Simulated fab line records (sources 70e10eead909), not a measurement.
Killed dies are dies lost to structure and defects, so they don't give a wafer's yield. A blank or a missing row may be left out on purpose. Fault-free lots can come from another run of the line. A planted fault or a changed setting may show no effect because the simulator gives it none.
fab line records | flow nand-harc
[record] lots = 22 wafers = 66 last-day = 33
route steps=1302 shown A_CONTACT@1016
lots that met no fault: taken from a fault-free run of the same line
start-h: start of the lot's first displayed wafer, in hours after the record's first day | wait-h: hours since the lot's step before | " identical to the entry in the row above | L1.1+2: a row that stands for several wafers | - no value, or no start was given | * or withheld: withheld | < > ~ a bound
route shown NAME@n: a module of which the file shows steps, and the number in the route of the first | usual: mean and standard deviation over wafers with no fault | same: alike in all rows | chamber/n: place in a boat | sites: readings site by site | _std_site: their standard deviation | _edge_site: the outer-site mean with the inner-site mean subtracted | radius-mm: how far each site lies from the wafer's centre | mask NAME#n: copy n | behind: tool/chamber where the wafer was last shaped | hold: reason for holding the lot/hours on hold/outcome of the hold | device: the transistor (n, p or np) that didn't switch | end of line: the route-end tests of the same wafers | a step without rows: its recipe alone | killed: not the wafer's yield, but the dies lost to structure and defects at the first sort | map: dies across one wafer; x = killed, . = not, _ = none there
set.NAME: the run value of the setting; set.NAME@STEP: its run value at that earlier step | model.NAME: the simulator's own value behind a step, which no gauge read
steps of the route over a sample of lots; a table a step, a row a wafer
services: a tool's chamber out of use, with start hour (start-h, from the record's first day; less than 0 if before it), hours out, and reason
[[steps]]
[step NHARC_A_CONTACT_ETCH_122]
[recipe] source-w = withheld pressure-mtorr = 20 bias-v = 3000 time-s = 190 target-depth-a = 18500 ar-flow-sccm = withheld c4f8-flow-sccm = withheld o2-flow-sccm = withheld chemistry = C4F8/O2/Ar
[usual] chamber-pressure-mTorr = 20.001/0.019
// columns lot.wafer tool chamber start-h wait-h chamber-pressure-mTorr rf-hours-counter-h
L075.2 har-cap-etch-01 0 495.36 0.1 19.978 132
L075.4 " 1 " " 19.987 -
L075.6 " 0 " " 20.013 -
L076.4 har-cap-etch-03 0 505.89 0.1 20.005 -
L076.5 " 1 " " 20.010 -
L076.6 " 0 " " 19.978 -
L074.1 har-cap-etch-03 1 508.64 0.1 20.007 43
L074.3 " 1 " " 20.004 -
L074.6 " 0 " " 20.006 -
L078.1 har-cap-etch-03 1 524.87 0.1 19.981 47
L078.3 " 0 " " 19.979 -
L078.5 " 0 " " 19.969 -
L079.1 har-cap-etch-01 0 547.09 0.1 20.014 8
L079.3 " 0 " " 19.987 -
L079.5 " 1 " " 19.989 -
L080.4 har-cap-etch-02 0 547.12 0.1 20.005 -
L080.5 " 1 " " 19.972 -
L080.6 " 0 " " 20.021 -
L082.1 har-cap-etch-02 0 570.51 0.1 20.000 97
L082.4 " 0 " " 19.994 -
L082.5 " 1 " " 20.012 -
L083.2 har-cap-etch-01 1 577.92 0.2 20.013 11
L083.3 " 1 " " 19.991 -
L083.6 " 1 " " 20.007 -
L085.2 har-cap-etch-03 1 604.21 0.1 20.017 61
L085.3 " 0 " " 20.015 -
L085.6 " 1 " " 20.002 -
L084.1 har-cap-etch-01 1 604.22 0.1 19.981 15
L084.6 " 0 " " 19.993 -
L084.5 " 1 " " 20.009 -
L086.1 har-cap-etch-03 1 615.78 0.1 20.003 63
L086.3 " 0 " " 19.961 -
L086.5 " 0 " " 20.041 -
L087.1 har-cap-etch-02 1 621.13 0.1 20.046 105
L087.5 " 1 " " 19.996 -
L087.6 " 0 " " 19.990 -
L089.2 har-cap-etch-01 1 631.57 0.1 20.003 21
L089.4 " 0 " " 19.978 -
L089.5 " 0 " " 20.040 -
L088.1 har-cap-etch-01 1 639.38 0.1 19.982 23
L088.4 " 0 " " 20.026 -
L088.3 " 1 " " 20.010 -
L091.1 har-cap-etch-01 0 664.91 0.1 19.990 27
L091.4 " 1 " " 20.007 -
L091.5 " 0 " " 19.972 -
L090.2 har-cap-etch-02 1 670.13 0.1 20.007 113
L090.3 " 1 " " 19.998 -
L090.6 " 0 " " 19.987 -
L092.1 har-cap-etch-03 0 671.02 0.1 20.014 72
L092.2 " 1 " " 19.992 72
L092.4 " 0 " " 19.962 -
L093.2 har-cap-etch-03 1 683.55 0.1 19.986 74
L093.4 " 0 " " 19.996 -
L093.6 " 0 " " 20.004 -
L094.2 har-cap-etch-03 1 695.49 0.1 20.000 78
L094.3 " 0 " " 20.024 -
L094.5 " 1 " " 19.953 -
L096.2 har-cap-etch-03 0 711.12 0.1 19.999 80
L096.3 " 1 " " 20.024 -
L096.5 " 0 " " 19.999 -
L095.3 har-cap-etch-01 0 713.97 0.1 20.000 -
L095.4 " 1 " " 20.007 -
L095.5 " 1 " " 20.015 -
L097.2 har-cap-etch-02 0 728.68 0.1 19.988 124
L097.3 " 0 " " 19.992 -
L097.5 " 1 " " 19.991 -
[step NHARC_A_CONTACT_CD_MEAS_69]
[recipe] target-cd-nm = 300 landing-energy-ev = 500
[usual] cd-nm = 300.1/0.72
// columns lot.wafer tool chamber start-h wait-h cd-nm
L075.2 cd-sem-03 0 503.38 - 300.6
L075.4 " 0 " " 300.1
L075.6 " 0 " " 299.9
L076.4 cd-sem-02 0 512.37 - 300.6
L076.5 " 0 " " 301.5
L076.6 " 0 " " 299.9
L074.1 cd-sem-01 0 514.80 - 301.2
L074.3 " 0 " " 301.7
L074.6 " 0 " " 300.6
L078.1 cd-sem-02 0 531.08 - 299.5
L078.3 " 0 " " 300.4
L078.5 " 0 " " 301.0
L080.4 cd-sem-03 0 553.30 - 299.9
L080.5 " 0 " " 301.2
L080.6 " 0 " " 300.3
L079.1 cd-sem-02 0 553.51 - 300.9
L079.3 " 0 " " 299.3
L079.5 " 0 " " 299.4
L082.1 cd-sem-03 0 576.74 - 299.4
L082.4 " 0 " " 299.7
L082.5 " 0 " " 299.5
L083.2 cd-sem-01 0 584.44 - 299.6
L083.3 " 0 " " 300.0
L083.6 " 0 " " 299.8
L084.1 cd-sem-03 0 610.35 - 300.0
L084.5 " 0 " " 300.9
L084.6 " 0 " " 301.3
L085.2 cd-sem-01 0 610.82 - 300.8
L085.3 " 0 " " 300.0
L085.6 " 0 " " 299.2
L086.1 cd-sem-02 0 625.80 - 301.0
L086.3 " 0 " " 300.3
L086.5 " 0 " " 299.7
L087.1 cd-sem-03 0 630.30 - 299.7
L087.5 " 0 " " 299.6
L087.6 " 0 " " 300.0
L089.2 cd-sem-01 0 638.68 - 298.8
L089.4 " 0 " " 299.9
L089.5 " 0 " " 298.6
L088.1 cd-sem-03 0 645.70 - 300.2
L088.3 " 0 " " 299.8
L088.4 " 0 " " 299.7
L091.1 cd-sem-03 0 672.78 - 300.4
L091.4 " 0 " " 299.4
L091.5 " 0 " " 300.4
L090.2 cd-sem-01 0 677.84 - 299.8
L090.3 " 0 " " 301.0
L090.6 " 0 " " 300.2
L092.1 cd-sem-03 0 681.01 - 299.9
L092.2 " 0 " " 299.4
L092.4 " 0 " " 300.0
L093.2 cd-sem-03 0 690.60 - 300.5
L093.4 " 0 " " 300.6
L093.6 " 0 " " 299.9
L094.2 cd-sem-03 0 701.84 - 300.8
L094.3 " 0 " " 300.2
L094.5 " 0 " " 300.3
L096.2 cd-sem-02 0 720.95 - 300.3
L096.3 " 0 " " 301.4
L096.5 " 0 " " 299.9
L095.3 cd-sem-03 0 721.30 - 299.1
L095.4 " 0 " " 299.9
L095.5 " 0 " " 300.1
L097.2 cd-sem-02 0 735.11 - 299.7
L097.3 " 0 " " 300.5
L097.5 " 0 " " 301.7
[step NHARC_A_CONTACT_INSPECT_71]
[usual] raw-defect-count = 86/36
// columns lot.wafer tool chamber start-h wait-h raw-defect-count
L075.2 defect-inspect-02 - 503.50 0.0 18
L075.4 " - " " 16
L075.6 " - " " 20
L076.4 defect-inspect-02 - 512.48 0.0 167
L076.5 " - " " 158
L076.6 " - " " 127
L074.1 defect-inspect-01 - 514.93 0.0 123
L074.3 " - " " 128
L074.6 " - " " 120
L078.1 defect-inspect-02 - 531.20 0.0 16
L078.3 " - " " 21
L078.5 " - " " 18
L080.4 defect-inspect-01 - 553.42 0.0 61
L080.5 " - " " 64
L080.6 " - " " 60
L079.1 defect-inspect-01 - 553.63 0.0 121
L079.3 " - " " 119
L079.5 " - " " 115
L082.1 defect-inspect-01 - 576.86 0.0 83
L082.4 " - " " 78
L082.5 " - " " 71
L083.2 defect-inspect-01 - 584.56 0.0 71
L083.3 " - " " 89
L083.6 " - " " 75
L084.1 defect-inspect-02 - 610.48 0.0 124
L084.5 " - " " 119
L084.6 " - " " 117
L085.2 defect-inspect-01 - 610.95 0.0 50
L085.3 " - " " 39
L085.6 " - " " 35
L086.1 defect-inspect-01 - 625.94 0.0 68
L086.3 " - " " 62
L086.5 " - " " 67
L087.1 defect-inspect-02 - 630.42 0.0 103
L087.5 " - " " 98
L087.6 " - " " 97
L089.2 defect-inspect-02 - 638.80 0.0 64
L089.4 " - " " 79
L089.5 " - " " 59
L088.1 defect-inspect-02 - 645.83 0.0 184
L088.3 " - " " 133
L088.4 " - " " 140
L091.1 defect-inspect-02 - 672.91 0.0 74
L091.4 " - " " 76
L091.5 " - " " 73
L090.2 defect-inspect-01 - 677.96 0.0 59
L090.3 " - " " 59
L090.6 " - " " 68
L092.1 defect-inspect-02 - 681.14 0.0 121
L092.2 " - " " 109
L092.4 " - " " 136
L093.2 defect-inspect-02 - 690.72 0.0 115
L093.4 " - " " 112
L093.6 " - " " 149
L094.2 defect-inspect-01 - 701.97 0.0 76
L094.3 " - " " 78
L094.5 " - " " 63
L096.2 defect-inspect-01 - 721.07 0.0 81
L096.3 " - " " 80
L096.5 " - " " 87
L095.3 defect-inspect-02 - 721.42 0.0 80
L095.4 " - " " 82
L095.5 " - " " 97
L097.2 defect-inspect-01 - 735.24 0.0 69
L097.3 " - " " 74
L097.5 " - " " 65
[step NHARC_A_CONTACT_ETCH_75]
[recipe] target-depth-a = 390 over-etch-frac = 0.3 time-s = 65 ion-energy-ev = 80 cf4-flow-sccm = 150 ar-flow-sccm = 0 rf-w = 300 bias-w = 100 chemistry = CF4
[usual] bias-w = 100.0/0.31 chamber-pressure-mTorr = 50.00/0.04 drypump-motor-current-A = 5.9/0.65 oes-product-au = 0.998/0.013 rf-vpp-V = 151.3/1.1 showerhead-plenum-p-Torr = 1.77/0.063 throttle-valve-pct = 13.283/0.0086
[same] over-etch-frac = 0.3
// columns lot.wafer tool chamber start-h wait-h bias-w chamber-pressure-mTorr drypump-motor-current-A oes-product-au rf-hours-counter-h rf-vpp-V showerhead-plenum-p-Torr throttle-valve-pct
L075.2 rie-diel-07 3 503.64 0.1 99.8 50.02 5.4 1.003 5 150.3 1.77 13.266
L075.4 " 0 " " 100.3 50.02 5.7 1.006 5 150.8 1.72 13.288
L075.6 " 0 " " 100.5 50.01 5.7 1.011 - 151.1 1.72 13.283
L076.4 rie-diel-02 2 512.64 0.1 100.6 49.94 6.0 0.997 22 152.7 1.86 13.301
L076.5 " 0 " " 100.0 50.06 6.6 0.995 - 154.7 1.88 13.284
L076.6 " 1 " " 99.9 50.01 6.6 0.983 - 150.2 1.66 13.273
L074.3 rie-diel-02 0 515.07 0.1 100.0 49.99 6.6 0.997 31 152.1 1.88 13.271
L074.1 " 1 " " 99.9 49.96 6.6 1.008 33 149.9 1.66 13.283
L074.6 " 0 " " 100.1 50.03 6.6 0.999 - 152.6 1.88 13.284
L078.3 rie-diel-07 1 531.35 0.1 100.1 50.02 4.9 0.993 11 150.1 1.72 13.285
L078.1 " 3 " " 99.9 50.04 5.4 1.011 10 150.3 1.76 13.275
L078.5 " 1 " " 100.4 49.87 4.9 1.003 - 150.0 1.72 13.276
L080.4 rie-diel-07 2 553.58 0.1 100.0 49.94 6.6 0.993 15 150.7 1.83 13.281
L080.6 " 0 " " 100.0 49.98 5.7 0.994 - 152.1 1.72 13.285
L080.5 " 1 " " 100.4 50.04 4.9 1.005 - 150.6 1.72 13.283
L079.3 rie-diel-02 0 553.78 0.1 99.7 50.01 6.7 1.010 47 152.3 1.88 13.264
L079.1 " 3 " " 99.9 50.03 6.7 1.012 47 151.7 1.75 13.296
L079.5 " 1 " " 99.7 50.00 6.6 0.998 - 149.9 1.66 13.282
L082.1 rie-diel-04 2 577.02 0.1 100.4 50.07 5.0 1.008 17 151.1 1.77 13.295
L082.4 " 0 " " 99.6 49.98 5.9 1.041 13 151.6 1.80 13.275
L082.5 " 1 " " 99.8 50.05 5.8 1.018 - 152.2 1.81 13.275
L083.3 rie-diel-02 0 584.72 0.1 99.9 49.92 6.7 1.005 0 151.6 1.88 13.283
L083.2 " 1 " " 99.9 50.02 6.6 0.995 0 149.7 1.66 13.299
L083.6 " 2 " " 100.4 50.01 6.0 0.978 - 152.2 1.85 13.290
L084.1 rie-diel-07 1 610.62 0.1 100.4 49.99 4.9 0.981 21 150.3 1.72 13.287
L084.6 " 1 " " 100.4 50.04 4.9 0.980 - 151.3 1.72 13.266
L084.5 " 2 " " 99.7 50.02 6.6 0.994 - 155.1 1.83 13.279
L085.3 rie-diel-02 0 611.09 0.1 100.6 49.92 6.7 0.998 8 152.2 1.87 13.287
L085.2 " 3 " " 99.6 49.94 6.7 0.994 7 150.5 1.75 13.283
L085.6 " 1 " " 99.8 50.02 6.6 0.992 - 150.4 1.65 13.282
L086.1 rie-diel-04 2 626.08 0.1 99.9 50.03 5.0 0.998 32 150.0 1.76 13.288
L086.3 " 0 " " 100.3 50.05 5.9 1.021 34 151.0 1.79 13.296
L086.5 " 2 " " 99.7 50.02 5.0 1.009 - 150.6 1.76 13.288
L087.1 rie-diel-04 2 630.59 0.1 99.9 50.02 5.0 0.998 33 151.2 1.76 13.262
L087.6 " 3 " " 100.1 50.00 5.6 0.988 - 150.4 1.81 13.280
L087.5 " 0 " " 100.6 49.99 5.9 1.019 - 150.9 1.79 13.282
L089.2 rie-diel-07 0 638.95 0.1 99.6 50.02 5.7 0.989 21 151.0 1.71 13.293
L089.4 " 1 " " 100.1 50.02 4.9 0.976 26 150.1 1.72 13.295
L089.5 " 3 " " 99.6 49.98 5.4 1.019 - 151.0 1.76 13.289
L088.3 rie-diel-07 1 645.97 0.1 100.4 49.99 4.9 0.981 28 150.8 1.72 13.292
L088.1 " 2 " " 100.3 49.93 6.6 0.983 28 151.1 1.83 13.271
L088.4 " 0 " " 99.9 49.99 5.7 0.986 22 150.2 1.71 13.299
L091.1 rie-diel-02 3 673.06 0.1 100.0 49.90 6.7 1.009 27 150.2 1.74 13.283
L091.4 " 1 " " 100.0 49.98 6.6 1.007 26 149.4 1.65 13.292
L091.5 " 2 " " 100.2 50.05 6.0 0.996 - 151.4 1.84 13.290
L090.3 rie-diel-07 1 678.10 0.1 100.7 49.97 4.9 0.998 1 150.7 1.72 13.275
L090.2 " 0 " " 99.9 49.99 5.7 0.962 1 150.5 1.71 13.275
L090.6 " 1 " " 100.2 50.05 4.9 1.002 - 150.3 1.72 13.276
L092.2 rie-diel-04 3 681.29 0.1 100.0 50.03 5.6 0.989 47 152.9 1.81 13.294
L092.1 " 0 " " 99.7 50.03 5.9 1.005 54 152.0 1.78 13.268
L092.4 " 1 " " 100.4 50.04 5.8 1.016 55 151.3 1.80 13.288
L093.2 rie-diel-07 0 690.87 0.1 99.6 49.94 5.7 0.977 4 150.1 1.71 13.275
L093.4 " 3 " " 100.0 50.00 5.4 1.014 4 150.3 1.76 13.281
L093.6 " 1 " " 99.7 49.97 4.9 0.988 - 149.4 1.72 13.262
L094.2 rie-diel-07 2 702.11 0.1 99.9 49.96 6.6 0.984 6 153.4 1.83 13.290
L094.3 " 3 " " 99.2 49.99 5.4 1.012 6 151.9 1.76 13.289
L094.5 " 2 " " 100.3 49.96 6.7 0.977 - 152.5 1.83 13.280
L096.3 rie-diel-07 2 721.22 0.1 100.0 50.02 6.6 0.975 8 151.5 1.83 13.280
L096.2 " 3 " " 100.2 50.02 5.4 1.008 8 150.9 1.76 13.282
L096.5 " 2 " " 100.2 50.01 6.6 0.994 - 151.9 1.83 13.278
L095.3 rie-diel-07 1 721.60 0.1 100.3 50.03 4.9 0.992 9 150.8 1.72 13.289
L095.4 " 3 " " 100.1 49.99 5.4 1.019 9 151.7 1.76 13.283
L095.5 " 0 " " 99.8 49.96 5.7 0.973 - 150.8 1.71 13.282
L097.2 rie-diel-07 1 735.39 0.1 100.4 50.05 4.9 0.995 13 152.0 1.72 13.288
L097.3 " 2 " " 100.4 50.04 6.6 0.994 12 151.3 1.83 13.278
L097.5 " 1 " " 100.1 50.00 4.9 0.995 - 152.6 1.72 13.296
[step NHARC_A_CONTACT_ETCH_97]
[recipe] target-depth-a = 200 over-etch-frac = 0.5 time-s = 10 ion-energy-ev = 250 c4f6-flow-sccm = 25 o2-flow-sccm = 20 ar-flow-sccm = 500 rf-w = 600 bias-w = 500 chemistry = C4F6/O2
[usual] bias-w = 500.1/1.6 chamber-pressure-mTorr = 29.996/0.029 drypump-motor-current-A = 5.9/0.59 oes-product-au = 0.959/0.021 rf-vpp-V = 547.2/2.7 showerhead-plenum-p-Torr = 3.94/0.13 throttle-valve-pct = 26.904/0.01
[same] over-etch-frac = 0.5
// columns lot.wafer tool chamber start-h wait-h bias-w chamber-pressure-mTorr drypump-motor-current-A oes-product-au rf-hours-counter-h rf-vpp-V showerhead-plenum-p-Torr throttle-valve-pct
L075.2 rie-diel-04 0 - - 500.6 29.955 5.9 0.973 54 549.9 4.00 26.910
L075.4 " 2 " " 499.3 29.991 5.0 0.965 37 548.0 3.94 26.895
L075.6 " 3 " " 500.9 30.026 5.6 0.973 - 549.0 4.05 26.893
L076.4 rie-diel-04 1 - - 501.3 29.992 5.9 0.950 58 549.9 4.02 26.899
L076.5 " 0 " " 500.8 29.985 5.9 0.958 - 550.1 4.00 26.895
L076.6 " 1 " " 501.7 29.988 5.9 0.954 - 548.0 4.02 26.884
L074.1 rie-diel-07 2 - - 500.3 30.007 6.6 0.985 8 549.2 4.07 26.913
L074.3 " 0 " " 501.0 29.959 5.8 0.998 7 544.1 3.81 26.920
L074.6 " 3 " " 498.9 30.005 5.4 1.006 - 546.0 3.92 26.904
L078.3 rie-diel-07 3 - - 497.5 29.992 5.4 0.944 11 548.0 3.91 26.907
L078.1 " 1 " " 502.6 30.031 5.0 0.952 12 545.7 3.83 26.915
L078.5 " 0 " " 500.8 29.967 5.7 0.953 - 546.0 3.81 26.908
L079.3 rie-diel-07 0 - - 498.2 29.966 5.7 0.930 14 542.9 3.81 26.885
L079.1 " 1 " " 500.8 29.922 4.9 0.936 16 543.4 3.82 26.893
L079.5 " 0 " " 501.1 30.019 5.7 0.931 - 545.1 3.81 26.915
L080.4 rie-diel-04 0 - - 501.1 29.999 5.9 1.002 7 547.9 3.99 26.906
L080.6 " 0 " " 501.8 29.994 5.9 1.011 - 547.6 3.99 26.906
L080.5 " 1 " " 498.4 29.995 5.8 0.983 - 548.5 4.01 26.907
L082.4 rie-diel-07 3 - - 501.1 30.001 5.4 0.951 16 547.0 3.91 26.898
L082.1 " 0 " " 498.3 30.035 5.7 0.936 15 544.9 3.81 26.918
L082.5 " 2 " " 502.3 30.004 6.7 0.927 - 548.9 4.06 26.887
L083.2 rie-diel-02 1 - - 499.8 30.016 6.6 0.944 2 540.8 3.68 26.912
L083.3 " 3 " " 502.2 29.981 6.7 0.940 2 546.0 3.88 26.910
L083.6 " 1 " " 499.0 30.010 6.6 0.934 - 542.3 3.68 26.918
L084.1 rie-diel-07 2 - - 501.1 29.975 6.7 0.953 23 549.2 4.06 26.910
L084.5 " 2 " " 500.3 29.964 6.6 0.955 - 550.1 4.06 26.906
L084.6 " 3 " " 500.8 29.976 5.4 0.967 - 546.1 3.91 26.888
L085.2 rie-diel-02 3 - - 499.0 30.014 6.7 0.948 9 546.1 3.87 26.884
L085.3 " 1 " " 498.2 29.993 6.6 0.953 10 541.0 3.67 26.900
L085.6 " 2 " " 504.5 30.032 6.0 0.944 - 550.6 4.09 26.906
L086.3 rie-diel-02 3 - - 500.4 29.976 6.7 1.001 11 545.8 3.87 26.901
L086.1 " 1 " " 502.8 30.023 6.6 1.001 13 541.3 3.67 26.906
L086.5 " 2 " " 500.5 30.006 6.0 0.995 - 549.2 4.09 26.897
L087.1 rie-diel-07 3 - - 498.0 30.039 5.4 1.006 22 545.5 3.91 26.904
L087.6 " 3 " " 497.6 30.006 5.4 1.011 - 545.5 3.91 26.904
L087.5 " 0 " " 502.2 30.060 5.7 0.991 - 544.0 3.80 26.894
L089.2 rie-diel-04 0 - - 502.9 30.024 5.9 0.976 43 548.2 3.96 26.913
L089.4 " 1 " " 499.6 29.991 5.8 0.978 43 548.8 3.99 26.889
L089.5 " 1 " " 499.2 29.976 5.9 0.984 - 547.5 3.99 26.908
L088.4 rie-diel-02 0 - - 498.9 29.963 6.7 0.958 18 552.3 4.15 26.915
L088.3 " 2 " " 501.8 30.011 6.0 0.937 18 547.7 4.09 26.892
L088.1 " 3 " " 500.1 30.011 6.7 0.944 17 546.0 3.87 26.931
L091.1 rie-diel-07 0 - - 501.1 29.995 5.7 0.917 1 543.9 3.80 26.893
L091.4 " 1 " " 497.9 29.977 4.9 0.946 1 544.5 3.82 26.903
L091.5 " 3 " " 498.9 30.034 5.4 0.959 - 547.6 3.91 26.920
L090.2 rie-diel-02 3 - - 497.5 29.997 6.7 0.963 29 545.6 3.86 26.905
L090.3 " 0 " " 501.2 29.993 6.7 0.976 29 550.5 4.14 26.909
L090.6 " 3 " " 500.8 30.009 6.7 0.963 - 545.6 3.86 26.920
L092.4 rie-diel-04 1 - - 500.0 30.020 5.9 0.976 56 548.5 3.98 26.904
L092.2 " 2 " " 501.4 29.986 5.0 0.942 49 546.7 3.90 26.905
L092.1 " 0 " " 498.4 30.018 5.9 0.982 55 547.4 3.96 26.920
L093.4 rie-diel-07 3 - - 498.8 30.011 5.4 0.947 5 545.8 3.90 26.897
L093.2 " 0 " " 496.5 29.972 5.8 0.932 6 544.1 3.80 26.902
L093.6 " 2 " " 499.6 29.976 6.6 0.936 - 550.0 4.05 26.914
L094.2 rie-diel-04 0 - - 499.0 30.004 5.9 0.972 64 549.5 3.95 26.903
L094.3 " 1 " " 499.6 29.971 5.8 0.974 63 548.3 3.98 26.913
L094.5 " 1 " " 500.6 30.000 5.9 0.963 - 546.2 3.98 26.888
L096.3 rie-diel-02 2 - - 499.2 29.966 6.0 0.965 42 551.9 4.07 26.916
L096.2 " 0 " " 500.0 30.001 6.7 0.969 49 552.1 4.13 26.892
L096.5 " 2 " " 500.4 30.010 6.0 0.956 - 550.7 4.07 26.898
L095.4 rie-diel-02 1 - - 501.6 29.929 6.6 0.972 45 542.3 3.65 26.903
L095.3 " 3 " " 498.4 29.981 6.7 0.975 48 545.3 3.85 26.915
L095.5 " 1 " " 502.5 29.952 6.6 0.972 - 540.9 3.65 26.889
L097.2 rie-diel-07 1 - - 502.6 30.023 4.9 0.936 14 544.6 3.81 26.892
L097.3 " 2 " " 498.4 29.986 6.7 0.952 13 549.7 4.05 26.900
L097.5 " 0 " " 498.7 29.971 5.8 0.930 - 544.7 3.79 26.914
[step NHARC_A_CONTACT_STRIP_82]
[recipe] o2-flow-sccm = 500 ar-flow-sccm = 0 bias-w = 0 chemistry = O2
[usual] chamber-pressure-mTorr = 60.00/0.052 drypump-motor-current-A = 5.7/0.55 oes-product-au = 1.000/0.013 rf-vpp-V = 57.6/0.78 showerhead-plenum-p-Torr = 3.53/0.088 throttle-valve-pct = 17.036/0.0092
[same] bias-w = 0
// columns lot.wafer tool chamber start-h wait-h chamber-pressure-mTorr drypump-motor-current-A oes-product-au rf-hours-counter-h rf-vpp-V showerhead-plenum-p-Torr throttle-valve-pct
L075.4 rie-diel-07 0 - - 60.02 5.8 1.006 6 57.5 3.43 17.037
L075.2 " 3 " " 60.03 5.4 1.008 6 58.3 3.52 17.046
L075.6 " 0 " " 59.95 5.8 1.006 - 57.4 3.43 17.036
L076.4 rie-diel-07 0 - - 59.91 5.7 0.993 7 57.6 3.43 17.048
L076.6 " 1 " " 60.05 4.9 0.974 - 58.3 3.44 17.043
L076.5 " 2 " " 60.03 6.6 0.980 - 56.8 3.66 17.020
L074.1 rie-diel-07 3 - - 59.91 5.4 1.007 7 56.6 3.52 17.042
L074.3 " 1 " " 59.98 4.9 0.994 8 58.7 3.44 17.024
L074.6 " 2 " " 60.00 6.7 0.994 - 57.1 3.66 17.047
L078.3 rie-diel-07 0 - - 59.99 5.8 0.991 10 58.2 3.42 17.026
L078.1 " 2 " " 60.01 6.6 0.994 12 58.8 3.66 17.025
L078.5 " 3 " " 60.07 5.4 1.012 - 58.1 3.52 17.046
L079.3 rie-diel-07 1 - - 59.98 4.9 0.984 16 59.1 3.44 17.031
L079.1 " 3 " " 60.01 5.4 1.000 14 56.7 3.52 17.031
L079.5 " 0 " " 60.10 5.7 0.987 - 58.1 3.42 17.017
L080.4 rie-diel-04 0 - - 60.00 5.9 1.019 8 57.4 3.59 17.043
L080.5 " 3 " " 60.01 5.6 0.996 - 57.7 3.63 17.043
L080.6 " 0 " " 59.97 5.9 1.036 - 56.3 3.59 17.035
L082.4 rie-diel-07 0 - - 60.00 5.7 0.986 15 56.7 3.42 17.029
L082.1 " 3 " " 60.01 5.4 0.997 16 57.1 3.52 17.025
L082.5 " 1 " " 60.06 4.9 0.987 - 56.7 3.44 17.036
L083.3 rie-diel-07 0 - - 59.96 5.8 0.996 16 58.1 3.42 17.033
L083.2 " 1 " " 60.06 4.9 0.991 19 56.8 3.43 17.024
L083.6 " 2 " " 60.04 6.7 0.990 - 57.6 3.66 17.030
L084.1 rie-diel-07 1 - - 59.97 4.9 0.987 22 58.3 3.43 17.033
L084.6 " 0 " " 59.99 5.8 0.995 - 56.8 3.42 17.044
L084.5 " 1 " " 59.95 4.9 0.992 - 57.8 3.43 17.039
L085.3 rie-diel-07 3 - - 60.04 5.4 1.014 19 57.9 3.52 17.048
L085.2 " 0 " " 59.98 5.7 0.988 18 57.9 3.42 17.023
L085.6 " 3 " " 60.04 5.4 1.012 - 57.8 3.52 17.024
L086.3 rie-diel-07 3 - - 59.99 5.4 1.018 21 59.0 3.51 17.033
L086.1 " 0 " " 59.95 5.7 0.992 20 57.2 3.42 17.034
L086.5 " 0 " " 59.91 5.7 0.997 - 58.0 3.42 17.033
L087.1 rie-diel-07 3 - - 59.90 5.4 1.011 22 56.2 3.51 17.041
L087.5 " 2 " " 60.05 6.7 0.999 - 57.1 3.65 17.030
L087.6 " 3 " " 60.06 5.4 1.020 - 57.1 3.51 17.029
L089.2 rie-diel-04 2 - - 60.01 5.0 0.993 38 58.1 3.51 17.028
L089.4 " 3 " " 60.07 5.6 0.981 37 56.7 3.62 17.055
L089.5 " 1 " " 60.06 5.8 1.022 - 57.9 3.59 17.030
L088.3 rie-diel-04 0 - - 59.97 5.9 1.015 44 57.4 3.57 17.036
L088.4 " 1 " " 59.95 5.8 1.020 45 57.3 3.59 17.040
L088.1 " 2 " " 59.97 5.0 0.989 40 56.8 3.51 17.030
L091.1 rie-diel-04 1 - - 59.92 5.9 1.011 54 57.4 3.59 17.038
L091.4 " 2 " " 60.01 5.0 0.998 47 58.8 3.51 17.035
L091.5 " 1 " " 59.97 5.9 1.012 - 58.7 3.59 17.039
L090.2 rie-diel-07 2 - - 60.01 6.7 0.970 3 57.2 3.65 17.033
L090.3 " 0 " " 60.06 5.8 0.968 3 57.7 3.41 17.054
L090.6 " 1 " " 60.08 4.9 0.989 - 57.3 3.43 17.040
L092.1 rie-diel-04 1 - - 59.96 5.9 1.013 57 58.6 3.58 17.026
L092.4 " 2 " " 59.96 5.0 1.002 49 56.6 3.51 17.046
L092.2 " 0 " " 60.00 5.9 1.018 56 57.0 3.56 17.036
L093.2 rie-diel-04 3 - - 59.84 5.6 0.991 53 58.9 3.61 17.031
L093.4 " 2 " " 60.02 5.0 1.005 53 56.7 3.51 17.036
L093.6 " 3 " " 59.95 5.6 0.986 - 57.8 3.61 17.015
L094.2 rie-diel-04 1 - - 60.04 5.8 1.032 64 57.5 3.58 17.040
L094.3 " 2 " " 59.88 5.0 1.007 56 56.5 3.50 17.012
L094.5 " 1 " " 60.08 5.9 1.022 - 58.4 3.58 17.037
L096.2 rie-diel-02 0 - - 59.89 6.7 1.014 49 58.3 3.71 17.030
L096.3 " 1 " " 59.97 6.6 1.001 45 58.2 3.28 17.037
L096.5 " 3 " " 60.07 6.7 1.009 - 58.0 3.46 17.028
L095.3 rie-diel-07 1 - - 60.05 4.9 0.998 12 57.3 3.42 17.048
L095.4 " 2 " " 60.03 6.6 0.990 10 58.5 3.64 17.045
L095.5 " 0 " " 60.07 5.7 0.985 - 58.3 3.41 17.046
L097.3 rie-diel-04 1 - - 60.03 5.9 0.993 9 57.5 3.57 17.022
L097.2 " 0 " " 60.04 5.9 0.995 9 57.0 3.55 17.031
L097.5 " 1 " " 59.96 5.9 0.997 - 57.8 3.57 17.036
[[services]]
// columns tool chamber start-h hours kind
rie-diel-07 0 480.20 - clean
rie-diel-07 1 480.20 - clean
rie-diel-07 2 480.20 - clean
rie-diel-07 3 480.20 - clean
har-cap-etch-01 - 481.11 0.4 repair
har-cap-etch-01 - 497.42 17.0 pm
rie-diel-07 0 505.26 - clean
rie-diel-07 1 505.26 - clean
rie-diel-07 2 505.26 - clean
rie-diel-07 3 505.26 - clean
rie-diel-07 0 529.76 - clean
rie-diel-07 1 529.76 - clean
rie-diel-07 2 529.76 - clean
rie-diel-07 3 529.76 - clean
rie-diel-04 - 532.03 9.0 pm
rie-diel-07 0 554.37 - clean
rie-diel-07 1 554.37 - clean
rie-diel-02 - 573.48 9.0 pm
rie-diel-07 - 648.20 9.0 pm
har-cap-etch-03 - 675.17 0.9 repair
rie-diel-02 0 695.20 2.5 repair
rie-diel-02 2 695.88 4.6 repair
rie-diel-04 - 709.03 9.0 pm
rie-diel-02 - 732.53 4.9 repair
[[key]]
fault none
